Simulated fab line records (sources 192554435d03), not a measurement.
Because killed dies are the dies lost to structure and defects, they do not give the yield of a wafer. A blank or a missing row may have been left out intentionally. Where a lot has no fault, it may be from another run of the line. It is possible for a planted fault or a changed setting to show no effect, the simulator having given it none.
Matching of chambers    flow n5 finfet    rie diel-03 running N5_MOL_CONTACT_COAG_ETCHBACK_134: 4 sister chambers
The step etches SiO2 in CHF3, target depth 10 nm, time 6.7 s. 20 wafers are shown with their chamber, then 10 later ones without.

WAFERS, EACH WITH ITS CHAMBER
wafer   chamber  drypump motor current A (A)  rf vpp V (V)  throttle valve pct (%)
L075.2  0        6.3                          506           18.9
L075.5  0        6.3                          509           18.9
L075.6  3        5.4                          515           19.0
L077.1  0        6.4                          507           18.9
L077.4  3        5.4                          517           19.0
L077.5  0        6.4                          506           18.9
L078.1  0        6.4                          505           18.9
L078.2  2        5.6                          532           18.0
L078.3  3        5.4                          513           19.0
L079.2  2        5.6                          533           18.0
L079.4  3        5.4                          515           19.0
L079.6  0        6.3                          508           18.9
L082.1  0        6.4                          507           18.9
L082.4  3        5.4                          515           19.0
L082.5  0        6.4                          507           18.9
L084.1  3        5.4                          516           19.0
L084.2  0        6.3                          507           19.0
L084.5  2        5.6                          532           18.1
L085.3  1        5.1                          495           18.6
L085.4  0        6.4                          506           19.0

SIGNATURES (averages over the wafers above)
reading                  chamber 0  chamber 1  chamber 2  chamber 3  scatter within a chamber
drypump motor current A  6.360      5.100      5.600      5.400      0.0387
rf vpp V                 506.80     495.00     532.33     515.17     1.15
throttle valve pct       18.920     18.600     18.033     19.000     0.0376
Rule: a wafer's distance from a chamber is the root of the sum, over the readings, of the square of ((its reading less the chamber's mean) divided by the reading's scatter). If the next closest chamber is less than 2 further off than the closest, the wafer can't be placed; otherwise it belongs to the closest. How the scatter is found: for the shown wafers, subtract from each reading the mean of its chamber, square and add these, divide the total by (wafers less chambers), then take the root.

WAFERS WITHOUT THEIR CHAMBER
wafer   drypump motor current A (A)  rf vpp V (V)  throttle valve pct (%)
L085.5  5.4                          515           19.0
L089.2  5.6                          531           18.1
L089.4  5.1                          492           18.6
L089.6  5.5                          517           19.1
L094.1  5.4                          514           19.1
L094.4  6.3                          507           19.0
L094.5  5.6                          531           18.1
L095.1  5.6                          530           18.1
L095.3  6.4                          506           19.0
L095.6  5.6                          532           18.1

WHICH CHAMBER EACH WENT THROUGH
wafer   from the rows above  in truth
L085.5  3                    3
L089.2  2                    2
L089.4  1                    1
L089.6  3                    3
L094.1  3                    3
L094.4  0                    0
L094.5  2                    2
L095.1  2                    2
L095.3  0                    0
L095.6  2                    2
Correctly placed: 10 of 10. Number that these rows cannot place: 0. 0 placed wrongly.
